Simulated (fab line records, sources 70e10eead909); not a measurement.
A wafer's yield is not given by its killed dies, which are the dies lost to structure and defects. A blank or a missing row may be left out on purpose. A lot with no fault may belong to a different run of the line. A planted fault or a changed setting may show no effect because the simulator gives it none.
fab line records ; flow nand_harc
[record] lots = 6; wafers = 18; last_day = 24
route steps=1159 shown A_CONTACT@947
lots that met no fault: from a run of the same line without faults
start_h: start of the lot's first displayed wafer, in hours after the record's first day ; wait_h: hours from the lot's prior step to this one ; " unchanged from the row above ; L1.1+2: a single row standing in for several wafers ; - no value present, or no start provided ; * or withheld: withheld ; < > ~ a bound
route shown NAME@n: names a module that has steps shown in the file, with the first one's number in the route ; usual: average and standard deviation across the fault-free wafers ; same: alike in all rows ; chamber/n: place in a boat ; sites: each site's reading ; _std_site: standard deviation across them ; _edge_site: outer sites' mean less inner sites' ; radius_mm: how far each site lies from the wafer's centre ; mask NAME#n: copy n ; behind: tool/chamber where the wafer was last shaped ; hold: what put the lot on hold/how long, in hours/how the hold closed ; device: whichever transistor did not switch (one of n, p or np) ; end of line: the same wafers' tests at the end of the route ; a step with no rows: only its recipe ; killed: dies that structure and defects cost at the first sort, which is not the same as the wafer's yield ; map: a wafer's dies, marking killed ones x, the rest . and places with no die _
set.NAME: the setting the step ran with; set.NAME@STEP: the setting that earlier step ran with ; model.NAME: the simulator's own value behind a step, which no gauge read
a table for each step, a row for each wafer; lots at some steps of the route
services: when a tool's chamber went out of use (start_h, in hours from the record's first day, below 0 if earlier), for how many hours, and the reason
[[steps]]
[step NHARC_A_CONTACT_ETCH_138]
[recipe] source_w = withheld; pressure_mtorr = 20; bias_v = 3000; time_s = 132; target_depth_a = 12890; ar_flow_sccm = withheld; c4f8_flow_sccm = withheld; o2_flow_sccm = withheld; chemistry = C4F8/O2/Ar
lot.wafer;tool;chamber;start_h;wait_h;rf_hours_counter_h
L549.2;har_cap_etch-01;0;391.01;0.1;59
L549.4;har_cap_etch-01;0;391.01;0.1;-
L549.5;har_cap_etch-01;1;391.01;0.1;-
L554.1;har_cap_etch-02;0;413.16;0.1;19
L554.3;har_cap_etch-02;0;413.16;0.1;-
L554.6;har_cap_etch-02;1;413.16;0.1;-
L566.3;har_cap_etch-03;0;498.68;0.1;-
L566.4;har_cap_etch-03;1;498.68;0.1;-
L566.5;har_cap_etch-03;1;498.68;0.1;-
L567.1;har_cap_etch-02;0;499.26;0.1;35
L567.2;har_cap_etch-02;1;499.26;0.1;35
L567.5;har_cap_etch-02;1;499.26;0.1;-
L569.2;har_cap_etch-01;0;508.55;0.1;80
L569.1;har_cap_etch-01;1;508.55;0.1;80
L569.3;har_cap_etch-01;1;508.55;0.1;-
L571.3;har_cap_etch-01;0;526.57;0.1;-
L571.4;har_cap_etch-01;1;526.57;0.1;-
L571.6;har_cap_etch-01;1;526.57;0.1;-
[step NHARC_A_CONTACT_ETCH_139]
[recipe] source_w = withheld; pressure_mtorr = 20; bias_v = 400; time_s = 137; target_depth_a = 5900; ar_flow_sccm = withheld; c4f8_flow_sccm = 11.5; o2_flow_sccm = 7.2; chemistry = C4F8/O2/Ar
lot.wafer;tool;chamber;start_h;wait_h;rf_hours_counter_h
L549.2;har_cap_etch-01;0;391.14;0.1;60
L549.4;har_cap_etch-01;0;391.14;0.1;-
L549.5;har_cap_etch-01;1;391.14;0.1;-
L554.1;har_cap_etch-02;0;413.34;0.2;19
L554.3;har_cap_etch-02;0;413.34;0.2;-
L554.6;har_cap_etch-02;1;413.34;0.2;-
L566.3;har_cap_etch-03;0;498.89;0.2;-
L566.4;har_cap_etch-03;1;498.89;0.2;-
L566.5;har_cap_etch-03;1;498.89;0.2;-
L567.1;har_cap_etch-02;0;499.38;0.1;35
L567.2;har_cap_etch-02;1;499.38;0.1;35
L567.5;har_cap_etch-02;1;499.38;0.1;-
L569.2;har_cap_etch-01;0;508.68;0.1;80
L569.1;har_cap_etch-01;1;508.68;0.1;80
L569.3;har_cap_etch-01;1;508.68;0.1;-
L571.3;har_cap_etch-01;0;526.73;0.1;-
L571.4;har_cap_etch-01;1;526.73;0.1;-
L571.6;har_cap_etch-01;1;526.73;0.1;-
[step NHARC_A_CONTACT_ETCH_92]
[recipe] target_depth_a = 400; over_etch_frac = 0.5; time_s = 85.7; ion_energy_ev = 120; ch3f_flow_sccm = 50; o2_flow_sccm = 30; ar_flow_sccm = 200; rf_w = 500; bias_w = 100; chemistry = CH3F/O2
[step NHARC_A_CONTACT_ETCH_98]
[recipe] target_depth_a = 200; over_etch_frac = 0.5; time_s = 10; ion_energy_ev = 250; c4f6_flow_sccm = 25; o2_flow_sccm = 20; ar_flow_sccm = 500; rf_w = 600; bias_w = 500; chemistry = C4F6/O2
[usual] drypump_motor_current_A = 6.0/0.51; oes_product_au = 0.962/0.023; rf_vpp_V = 545/3.5; showerhead_plenum_p_Torr = 3.85/0.16; throttle_valve_pct = 26.905/0.0091
lot.wafer;tool;chamber;start_h;wait_h;drypump_motor_current_A;oes_product_au;rf_hours_counter_h;rf_vpp_V;showerhead_plenum_p_Torr;throttle_valve_pct
L549.2;rie_diel-05;0;-;-;5.9;0.948;14;542;3.68;26.907
L549.4;rie_diel-05;1;-;-;6.0;0.985;15;544;3.77;26.899
L549.5;rie_diel-05;0;-;-;5.9;0.954;-;542;3.68;26.908
L554.3;rie_diel-12;1;-;-;5.9;0.957;5;546;3.85;26.911
L554.1;rie_diel-12;3;-;-;6.3;0.943;5;541;3.67;26.909
L554.6;rie_diel-12;1;-;-;5.9;0.953;-;544;3.85;26.922
L566.4;rie_diel-05;1;-;-;6.0;0.976;48;543;3.75;26.908
L566.3;rie_diel-05;2;-;-;6.4;0.936;53;552;4.16;26.894
L566.5;rie_diel-05;3;-;-;4.8;0.927;-;544;3.77;26.912
L567.1;rie_diel-05;1;-;-;6.0;0.952;48;543;3.75;26.906
L567.2;rie_diel-05;2;-;-;6.4;0.950;53;552;4.16;26.901
L567.5;rie_diel-05;2;-;-;6.4;0.946;-;551;4.16;26.890
L569.3;rie_diel-12;0;-;-;6.6;0.954;23;545;3.86;26.901
L569.1;rie_diel-12;1;-;-;5.9;0.968;20;545;3.84;26.905
L569.2;rie_diel-12;3;-;-;6.3;0.951;24;540;3.66;26.914
L571.3;rie_diel-05;0;-;-;5.9;0.994;0;553;4.23;26.904
L571.4;rie_diel-05;1;-;-;6.0;0.996;0;543;3.74;26.914
L571.6;rie_diel-05;0;-;-;5.9;1.006;-;554;4.23;26.903
[step NHARC_A_CONTACT_CD_MEAS_15]
[usual] cd_nm = 89.9/0.79
lot.wafer;tool;chamber;start_h;wait_h;cd_nm
L549.2;cd_sem-02;-;392.12;-;90.1
L549.4;cd_sem-02;-;392.12;-;89.8
L549.5;cd_sem-02;-;392.12;-;90.1
L554.1;cd_sem-03;-;413.98;-;88.8
L554.3;cd_sem-03;-;413.98;-;89.4
L554.6;cd_sem-03;-;413.98;-;88.9
L566.3;cd_sem-02;-;499.50;-;89.2
L566.4;cd_sem-02;-;499.50;-;89.4
L566.5;cd_sem-02;-;499.50;-;90.1
L567.1;cd_sem-02;-;500.00;-;90.0
L567.2;cd_sem-02;-;500.00;-;90.0
L567.5;cd_sem-02;-;500.00;-;89.4
L569.1;cd_sem-02;-;509.46;-;89.2
L569.2;cd_sem-02;-;509.46;-;90.1
L569.3;cd_sem-02;-;509.46;-;89.7
L571.3;cd_sem-02;-;527.29;-;89.9
L571.4;cd_sem-02;-;527.29;-;90.1
L571.6;cd_sem-02;-;527.29;-;89.4
[step NHARC_A_CONTACT_STRIP_107]
[recipe] n2_flow_sccm = 150; h2_flow_sccm = 150; ar_flow_sccm = 0; bias_w = 0; chemistry = N2/H2
[step NHARC_A_CONTACT_STRIP_108]
[recipe] cf4_flow_sccm = 100; chf3_flow_sccm = 30; ar_flow_sccm = 0; bias_w = 0; chemistry = CF4/CHF3
[step NHARC_A_CONTACT_STRIP_109]
[recipe] o2_flow_sccm = 400; cos_flow_sccm = 20; ar_flow_sccm = 0; bias_w = 0; chemistry = O2/COS
[step NHARC_A_CONTACT_ETCH_110]
[recipe] target_depth_a = 500; overetch_a = 50; time_s = 27.5; ion_energy_ev = 100; cf4_flow_sccm = 80; o2_flow_sccm = 20; ar_flow_sccm = 0; rf_w = 300; bias_w = 100; chemistry = CF4/O2
[usual] drypump_motor_current_A = 6.0/0.49; oes_product_au = 1.002/0.012; rf_vpp_V = 197.2/1.5; showerhead_plenum_p_Torr = 1.30/0.056; throttle_valve_pct = 13.397/0.0083
lot.wafer;tool;chamber;start_h;wait_h;drypump_motor_current_A;oes_product_au;rf_hours_counter_h;rf_vpp_V;showerhead_plenum_p_Torr;throttle_valve_pct
L549.4;rie_diel-12;0;392.43;0.1;6.6;1.000;1;199.6;1.32;13.399
L549.2;rie_diel-12;3;392.43;0.1;6.3;1.022;1;195.9;1.24;13.384
L549.5;rie_diel-12;1;392.43;0.1;6.0;0.998;-;197.5;1.31;13.398
L554.3;rie_diel-12;1;414.28;0.1;5.9;1.006;5;196.1;1.31;13.424
L554.1;rie_diel-12;2;414.28;0.1;5.4;0.990;4;198.0;1.34;13.405
L554.6;rie_diel-12;2;414.28;0.1;5.4;0.985;-;196.8;1.34;13.383
L566.3;rie_diel-12;3;499.79;0.1;6.3;1.016;22;195.7;1.24;13.390
L566.4;rie_diel-12;2;499.79;0.1;5.4;0.985;21;197.7;1.33;13.403
L566.5;rie_diel-12;3;499.79;0.1;6.3;1.030;-;195.2;1.24;13.395
L567.2;rie_diel-12;1;500.36;0.1;5.9;1.005;19;196.1;1.30;13.405
L567.1;rie_diel-12;2;500.36;0.1;5.4;0.993;21;197.6;1.33;13.406
L567.5;rie_diel-12;3;500.36;0.1;6.3;1.003;-;194.8;1.24;13.401
L569.2;rie_diel-08;1;509.90;0.1;6.5;0.999;9;196.1;1.24;13.402
L569.3;rie_diel-08;2;509.90;0.1;6.1;1.002;9;199.4;1.43;13.407
L569.1;rie_diel-08;3;509.90;0.1;6.0;1.001;9;198.1;1.30;13.399
L571.3;rie_diel-12;2;527.57;0.0;5.4;0.979;26;197.2;1.33;13.392
L571.4;rie_diel-12;1;527.57;0.0;6.0;1.000;23;198.0;1.30;13.410
L571.6;rie_diel-12;3;527.57;0.0;6.3;1.001;-;194.3;1.24;13.394
[step NHARC_A_CONTACT_STRIP_26]
[recipe] o2_flow_sccm = 500; ar_flow_sccm = 0; bias_w = 0; chemistry = O2
[usual] drypump_motor_current_A = 6.0/0.5; oes_product_au = 1.002/0.012; rf_vpp_V = 57.5/0.89; showerhead_plenum_p_Torr = 3.45/0.13; throttle_valve_pct = 17.036/0.0085
lot.wafer;tool;chamber;start_h;wait_h;drypump_motor_current_A;oes_product_au;rf_hours_counter_h;rf_vpp_V;showerhead_plenum_p_Torr;throttle_valve_pct
L549.4;rie_diel-12;0;-;-;6.7;0.996;1;58.1;3.49;17.033
L549.2;rie_diel-12;2;-;-;5.4;0.990;0;59.8;3.54;17.033
L549.5;rie_diel-12;0;-;-;6.6;0.991;-;57.6;3.49;17.025
L554.1;rie_diel-12;2;-;-;5.4;0.991;4;57.3;3.53;17.044
L554.3;rie_diel-12;3;-;-;6.3;1.017;5;57.7;3.29;17.036
L554.6;rie_diel-12;1;-;-;5.9;1.008;-;58.2;3.46;17.033
L566.4;rie_diel-12;2;-;-;5.4;0.986;21;57.3;3.52;17.029
L566.3;rie_diel-12;3;-;-;6.3;1.004;22;55.3;3.29;17.056
L566.5;rie_diel-12;2;-;-;5.4;0.985;-;56.3;3.52;17.051
L567.1;rie_diel-12;2;-;-;5.4;0.991;21;57.1;3.52;17.034
L567.2;rie_diel-12;3;-;-;6.3;1.000;23;57.6;3.29;17.033
L567.5;rie_diel-12;1;-;-;6.0;1.008;-;55.9;3.45;17.062
L569.2;rie_diel-08;1;-;-;6.5;0.989;9;55.3;3.29;17.039
L569.3;rie_diel-08;2;-;-;6.1;0.991;9;58.1;3.77;17.044
L569.1;rie_diel-08;3;-;-;6.0;1.003;9;57.6;3.43;17.035
L571.3;rie_diel-12;3;-;-;6.3;1.014;27;56.7;3.28;17.035
L571.4;rie_diel-12;2;-;-;5.4;0.981;26;57.2;3.52;17.049
L571.6;rie_diel-12;3;-;-;6.3;1.003;-;58.3;3.28;17.028
[step NHARC_A_CONTACT_STRIP_27]
[recipe] time_s = 600; temp_c = 30; chemistry = post_etch_residue_remover
[step NHARC_A_CONTACT_ALD_18]
[recipe] target_thk_a = 30; pulse_time_s = 1; ald_cycles = 150; temp_c = 450; material = TiN
[step NHARC_A_CONTACT_CVD_19]
[recipe] target_thk_a = 3000; temp_c = 300; pressure_torr = 40; wf6_flow_sccm = 40; h2_flow_sccm = 1600; ar_flow_sccm = 1560; time_s = 802; material = W
[usual] chamber_pressure_Torr = 40.00/0.097; heater_power_outer_w = 258/17; heater_power_w = 456/29; throttle_valve_pct = 7.82/0.18
lot.wafer;tool;chamber;start_h;wait_h;chamber_pressure_Torr;heater_power_outer_w;heater_power_w;throttle_valve_pct
L549.2;cvd_w-01;1;395.77;-;40.08;286;493;7.72
L549.4;cvd_w-01;0;395.77;-;39.94;267;455;7.86
L549.5;cvd_w-01;0;395.77;-;40.05;264;453;7.87
L554.1;cvd_w-02;1;415.25;-;39.96;236;408;7.95
L554.3;cvd_w-02;0;415.25;-;39.82;252;465;7.90
L554.6;cvd_w-02;1;415.25;-;39.98;237;425;7.98
L566.4;cvd_w-01;1;500.88;-;-;-;-;-
L566.3;cvd_w-01;0;500.88;-;-;-;-;-
L566.5;cvd_w-01;0;500.88;-;-;-;-;-
L567.2;cvd_w-01;1;501.37;-;-;-;-;-
L567.1;cvd_w-01;0;501.37;-;-;-;-;-
L567.5;cvd_w-01;1;501.37;-;-;-;-;-
L569.1;cvd_w-02;0;510.75;-;39.96;252;465;8.02
L569.2;cvd_w-02;1;510.75;-;39.93;238;423;7.86
L569.3;cvd_w-02;0;510.75;-;40.07;261;457;7.83
L571.3;cvd_w-02;0;528.67;-;39.99;247;459;7.87
L571.4;cvd_w-02;1;528.67;-;40.01;242;415;8.21
L571.6;cvd_w-02;1;528.67;-;39.80;232;425;8.06
[step NHARC_A_CONTACT_CMP_20]
[recipe] t_overpolish_s = 30; target_thk_nm = 300
[usual] motor_current_A = 12.5/1.3; overpolish_run_s = 30.001/0.0089; time_to_endpoint_s = 59/4.3
lot.wafer;tool;chamber;start_h;wait_h;motor_current_A;overpolish_run_s;time_to_endpoint_s
L549.4;cmp-04;2;396.55;0.5;13.6;30.014;58
L549.2;cmp-04;3;396.55;0.5;11.2;30.004;65
L549.5;cmp-04;2;396.55;0.5;14.1;30.007;60
L554.1;cmp-02;1;416.04;0.7;11.8;29.985;61
L554.3;cmp-02;2;416.04;0.7;10.9;29.990;54
L554.6;cmp-02;1;416.04;0.7;11.7;29.995;62
L566.3;cmp-04;0;501.54;0.4;12.9;30.008;1
L566.4;cmp-04;2;501.54;0.4;13.2;30.016;0
L566.5;cmp-04;0;501.54;0.4;13.7;29.993;1
L567.2;cmp-04;2;502.31;0.8;14.1;30.008;0
L567.1;cmp-04;3;502.31;0.8;11.1;29.988;1
L567.5;cmp-04;0;502.31;0.8;13.5;29.999;1
L569.1;cmp-04;3;511.63;0.8;11.0;30.005;63
L569.2;cmp-04;0;511.63;0.8;13.0;30.025;66
L569.3;cmp-04;1;511.63;0.8;11.7;30.002;54
L571.4;cmp-03;0;529.36;0.4;10.9;29.996;61
L571.3;cmp-03;1;529.36;0.4;11.7;30.008;58
L571.6;cmp-03;3;529.36;0.4;14.4;30.005;59
[[services]]
tool;chamber;start_h;hours;kind
rie_diel-12;3;367.26;4.9;repair
cmp-02;-;368.54;1.7;repair
cvd_w-02;-;377.78;13.0;pm
cmp-03;-;378.68;0.8;repair
rie_diel-12;-;379.64;9.0;pm
cmp-02;-;391.67;0.5;repair
rie_diel-08;1;393.69;15.0;repair
cmp-04;-;399.00;4.0;pm
cmp-04;-;418.75;4.6;repair
cmp-02;-;424.15;4.0;pm
cmp-04;-;433.61;2.1;repair
rie_diel-05;1;439.54;9.8;repair
rie_diel-12;1;441.76;11.6;repair
cmp-03;-;450.00;4.0;pm
rie_diel-05;0;452.51;7.6;repair
rie_diel-05;-;452.60;2.0;repair
cmp-03;-;462.05;1.0;repair
cvd_w-01;-;477.91;13.0;pm
rie_diel-12;0;478.21;5.0;repair
rie_diel-08;-;479.57;9.0;pm
cmp-04;-;489.67;1.7;repair
cmp-04;-;497.00;4.0;pm
rie_diel-05;3;508.06;6.2;repair
rie_diel-05;-;517.75;9.0;pm
[[key]]
[first_sign] step = NHARC_A_CONTACT_CVD_19; reading = tool_record; direction = missing
[effect] step = NHARC_A_CONTACT_CMP_20; reading = time_to_endpoint_s; direction = down; sigmas = 13; usual = *; struck = *
met_at NHARC_A_CONTACT_CVD_19
struck_wafers L566.3,L566.4,L566.5,L567.1,L567.2,L567.5
later_rows_left_out L566.3,L566.4,L566.5,L567.1,L567.2,L567.5
sort_left_out L566.3,L566.4,L566.5,L567.1,L567.2,L567.5
tester_left_out L566,L567
onset_between 395.77 500.88
[fault] kind = skipped_step_whole; tool = cvd_w-01; chamber = -; onset_h = 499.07; steps = NHARC_A_CONTACT_CVD_19; scope = struck_lots_only
// tester_left_out: of these lots the tester's yield and bins aren't shown, on N5 and GAA mostly nor the transistor test; their killed dies are dies lost to structure and defects alone, not to doping, threshold or leakage, so they don't give the yield
// sort_left_out: the simulated sort isn't trusted on such a fault, so these wafers' sort isn't shown, and their yield isn't known
// later_rows_left_out: the simulator's readings of these wafers behind a module that went badly wrong aren't trusted and aren't shown, but for the sort
